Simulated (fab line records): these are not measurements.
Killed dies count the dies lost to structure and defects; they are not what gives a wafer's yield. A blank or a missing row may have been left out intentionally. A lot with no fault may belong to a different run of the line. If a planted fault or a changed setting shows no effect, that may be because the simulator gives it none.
Matching of chambers | flow n5-finfet | 4 sister chambers for N5_BEOL_M11_ALD_74 on ald-metal-04
The step deposits TaN, target thk 2 nm, pulse time 2 s, purge time 3 s. 14 wafers are shown with their chamber, then 7 later ones without.

WAFERS PAIRED WITH THEIR CHAMBERS
wafer  | chamber | heater-power-w (W)
L078.2 | 1       | 417
L078.3 | 3       | 391
L078.6 | 2       | 345
L080.4 | 1       | 413
L080.5 | 2       | 349
L080.6 | 3       | 396
L084.1 | 0       | 450
L084.2 | 2       | 351
L084.6 | 2       | 352
L088.1 | 3       | 385
L088.4 | 2       | 356
L088.5 | 3       | 383
L094.1 | 2       | 330
L094.2 | 3       | 368

SIGNATURES, as means of the wafers listed above
reading        | chamber 0 | chamber 1 | chamber 2 | chamber 3 | scatter within a chamber
heater-power-w | 450.00    | 415.00    | 347.17    | 384.60    | 9.36
Rule: for each reading, subtract the chamber's mean from the wafer's reading, divide by that reading's scatter and square the result; add these up over the readings and take the root, which gives the wafer's distance from the chamber. If the next closest chamber is less than 2 further off than the closest, the wafer can't be placed; otherwise it belongs to the closest. The scatter: take each reading less its chamber's mean, square it, sum over the shown wafers, divide by the number of wafers less the number of chambers, and take the root.

WAFERS WITH NO CHAMBER GIVEN
wafer  | heater-power-w (W)
L094.6 | 372
L095.3 | 394
L095.5 | 373
L095.6 | 403
L096.1 | 395
L096.4 | 382
L096.6 | 331

WHICH CHAMBER EACH WENT THROUGH
wafer  | from the rows above     | in truth
L094.6 | can't be placed: 3 or 2 | 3
L095.3 | can't be placed: 3 or 1 | 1
L095.5 | can't be placed: 3 or 2 | 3
L095.6 | can't be placed: 1 or 3 | 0
L096.1 | can't be placed: 3 or 1 | 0
L096.4 | 3                       | 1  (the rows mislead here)
L096.6 | 2                       | 2
Correctly placed: 1 of 7. These rows do not allow placing 5 (true chamber among the candidates in 3). Number placed wrongly: 1.
